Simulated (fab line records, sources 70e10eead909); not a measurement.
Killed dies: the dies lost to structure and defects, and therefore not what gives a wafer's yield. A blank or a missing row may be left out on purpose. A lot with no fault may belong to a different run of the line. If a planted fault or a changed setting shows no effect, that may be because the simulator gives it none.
Chamber matching + flow nand-harc + NHARC_A_STAIRCASE_ETCH_292 on rie-diel-11: 4 sister chambers
The step etches the open film in CF4/CHF3. 4 wafers are shown with their chamber, then 11 later ones without.

WAFERS PAIRED WITH THEIR CHAMBERS
| wafer  | chamber | showerhead-plenum-p-Torr (Torr) |
|--------|---------|---------------------------------|
| L085.1 | 0       | 1.59                            |
| L084.1 | 1       | 1.48                            |
| L084.2 | 2       | 1.59                            |
| L088.1 | 3       | 1.55                            |

WAFERS WITH NO CHAMBER GIVEN
| wafer  | showerhead-plenum-p-Torr (Torr) |
|--------|---------------------------------|
| L088.2 | 1.48                            |
| L088.4 | 1.59                            |
| L086.1 | 1.59                            |
| L086.3 | 1.59                            |
| L086.6 | 1.58                            |
| L090.2 | 1.48                            |
| L090.3 | 1.58                            |
| L090.4 | 1.59                            |
| L095.2 | 1.47                            |
| L095.4 | 1.58                            |
| L095.5 | 1.47                            |

THE CHAMBER EACH PASSED THROUGH
| wafer  | from the rows above     | in truth |
|--------|-------------------------|----------|
| L088.2 | 1                       | 1        |
| L088.4 | can't be placed: 0 or 2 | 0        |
| L086.1 | can't be placed: 0 or 2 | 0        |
| L086.3 | can't be placed: 0 or 2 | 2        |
| L086.6 | can't be placed: 0 or 2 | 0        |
| L090.2 | 1                       | 1        |
| L090.3 | can't be placed: 0 or 2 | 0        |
| L090.4 | can't be placed: 0 or 2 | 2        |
| L095.2 | 1                       | 1        |
| L095.4 | can't be placed: 0 or 2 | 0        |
| L095.5 | 1                       | 1        |
4 of 11 placed correctly. Not placeable from these rows: 7 (in 7, the candidates include the true chamber). 0 placed wrongly.
How it was worked out, from the rows above alone: a wafer's distance from a chamber is the root of the sum, over the readings, of the square of ((its reading less the chamber's mean) divided by the reading's scatter). If the next closest chamber is less than 2 further off than the closest, the wafer can't be placed; otherwise it belongs to the closest. The mean given for a chamber averages the wafers shown for that chamber. The scatter: root of mean squared gap, hidden wafer to nearest shown wafer, with one shown wafer a chamber.
